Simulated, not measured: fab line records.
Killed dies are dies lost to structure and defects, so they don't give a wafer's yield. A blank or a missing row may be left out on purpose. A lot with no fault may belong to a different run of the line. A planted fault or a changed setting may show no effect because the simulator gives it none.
Chamber matching :: flow n5Finfet :: 3 sister chambers for N5_BEOL_M0_SAQP_PECVD_96 on pecvd-04
The step deposits a-Si from SiH4/He, target thk 45 nm, time 45.2 s. 18 wafers are shown with their chamber, then 9 later ones without.

EACH WAFER AND ITS CHAMBER
wafer: L075.1
chamber: 1
throttleValvePct (%): 19.6
showerheadPlenumPTorr (Torr): 5.59
heaterPowerW (W): 633

wafer: L075.2
chamber: 0
throttleValvePct (%): 18.8
showerheadPlenumPTorr (Torr): 5.59
heaterPowerW (W): 669

wafer: L075.4
chamber: 0
throttleValvePct (%): 18.9
showerheadPlenumPTorr (Torr): 5.59
heaterPowerW (W): 671

wafer: L079.3
chamber: 1
throttleValvePct (%): 19.5
showerheadPlenumPTorr (Torr): 5.58
heaterPowerW (W): 664

wafer: L079.4
chamber: 2
throttleValvePct (%): 17.4
showerheadPlenumPTorr (Torr): 5.62
heaterPowerW (W): 679

wafer: L079.6
chamber: 0
throttleValvePct (%): 18.9
showerheadPlenumPTorr (Torr): 5.59
heaterPowerW (W): 686

wafer: L081.3
chamber: 2
throttleValvePct (%): 17.5
showerheadPlenumPTorr (Torr): 5.62
heaterPowerW (W): 690

wafer: L081.5
chamber: 0
throttleValvePct (%): 18.9
showerheadPlenumPTorr (Torr): 5.60
heaterPowerW (W): 701

wafer: L081.6
chamber: 1
throttleValvePct (%): 19.4
showerheadPlenumPTorr (Torr): 5.59
heaterPowerW (W): 607

wafer: L082.1
chamber: 0
throttleValvePct (%): 19.0
showerheadPlenumPTorr (Torr): 5.57
heaterPowerW (W): 637

wafer: L082.3
chamber: 2
throttleValvePct (%): 17.6
showerheadPlenumPTorr (Torr): 5.62
heaterPowerW (W): 699

wafer: L082.6
chamber: 0
throttleValvePct (%): 19.0
showerheadPlenumPTorr (Torr): 5.58
heaterPowerW (W): 654

wafer: L084.1
chamber: 2
throttleValvePct (%): 17.5
showerheadPlenumPTorr (Torr): 5.63
heaterPowerW (W): 680

wafer: L084.2
chamber: 1
throttleValvePct (%): 19.4
showerheadPlenumPTorr (Torr): 5.59
heaterPowerW (W): 608

wafer: L084.5
chamber: 1
throttleValvePct (%): 19.9
showerheadPlenumPTorr (Torr): 5.60
heaterPowerW (W): 642

wafer: L086.1
chamber: 0
throttleValvePct (%): 19.4
showerheadPlenumPTorr (Torr): 5.58
heaterPowerW (W): 673

wafer: L086.2
chamber: 1
throttleValvePct (%): 19.8
showerheadPlenumPTorr (Torr): 5.59
heaterPowerW (W): 693

wafer: L086.6
chamber: 2
throttleValvePct (%): 17.6
showerheadPlenumPTorr (Torr): 5.63
heaterPowerW (W): 685

SIGNATURES (means of the wafers above)
reading: throttleValvePct
chamber 0: 18.986
chamber 1: 19.600
chamber 2: 17.520
scatter within a chamber: 0.178

reading: showerheadPlenumPTorr
chamber 0: 5.5857
chamber 1: 5.5900
chamber 2: 5.6240
scatter within a chamber: 0.00771

reading: heaterPowerW
chamber 0: 670.14
chamber 1: 641.17
chamber 2: 686.60
scatter within a chamber: 23.6
Rule: for each reading, subtract the chamber's mean from the wafer's reading, divide by that reading's scatter and square the result; add these up over the readings and take the root, which gives the wafer's distance from the chamber. If the next closest chamber is less than 2 further off than the closest, the wafer can't be placed; otherwise it belongs to the closest. How the scatter is found: for the shown wafers, subtract from each reading the mean of its chamber, square and add these, divide the total by (wafers less chambers), then take the root.

WAFERS WITH NO CHAMBER GIVEN
wafer: L088.1
throttleValvePct (%): 19.7
showerheadPlenumPTorr (Torr): 5.59
heaterPowerW (W): 701

wafer: L088.4
throttleValvePct (%): 19.2
showerheadPlenumPTorr (Torr): 5.60
heaterPowerW (W): 592

wafer: L088.5
throttleValvePct (%): 17.5
showerheadPlenumPTorr (Torr): 5.64
heaterPowerW (W): 621

wafer: L093.1
throttleValvePct (%): 19.5
showerheadPlenumPTorr (Torr): 5.61
heaterPowerW (W): 711

wafer: L093.4
throttleValvePct (%): 17.6
showerheadPlenumPTorr (Torr): 5.64
heaterPowerW (W): 679

wafer: L093.6
throttleValvePct (%): 19.5
showerheadPlenumPTorr (Torr): 5.59
heaterPowerW (W): 716

wafer: L094.3
throttleValvePct (%): 17.8
showerheadPlenumPTorr (Torr): 5.62
heaterPowerW (W): 630

wafer: L094.5
throttleValvePct (%): 19.8
showerheadPlenumPTorr (Torr): 5.59
heaterPowerW (W): 685

wafer: L094.6
throttleValvePct (%): 19.2
showerheadPlenumPTorr (Torr): 5.60
heaterPowerW (W): 679

CHAMBER TAKEN BY EACH
wafer: L088.1
from the rows above: can't be placed: 1 or 0
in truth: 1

wafer: L088.4
from the rows above: can't be placed: 1 or 0
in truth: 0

wafer: L088.5
from the rows above: 2
in truth: 2

wafer: L093.1
from the rows above: can't be placed: 1 or 0
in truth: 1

wafer: L093.4
from the rows above: 2
in truth: 2

wafer: L093.6
from the rows above: can't be placed: 1 or 0
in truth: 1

wafer: L094.3
from the rows above: 2
in truth: 2

wafer: L094.5
from the rows above: 1
in truth: 1

wafer: L094.6
from the rows above: can't be placed: 0 or 1
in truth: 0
4 of 9 placed correctly. From these rows, 5 cannot be placed; in 5 the true chamber is one of the candidates. Placed wrongly: 0.
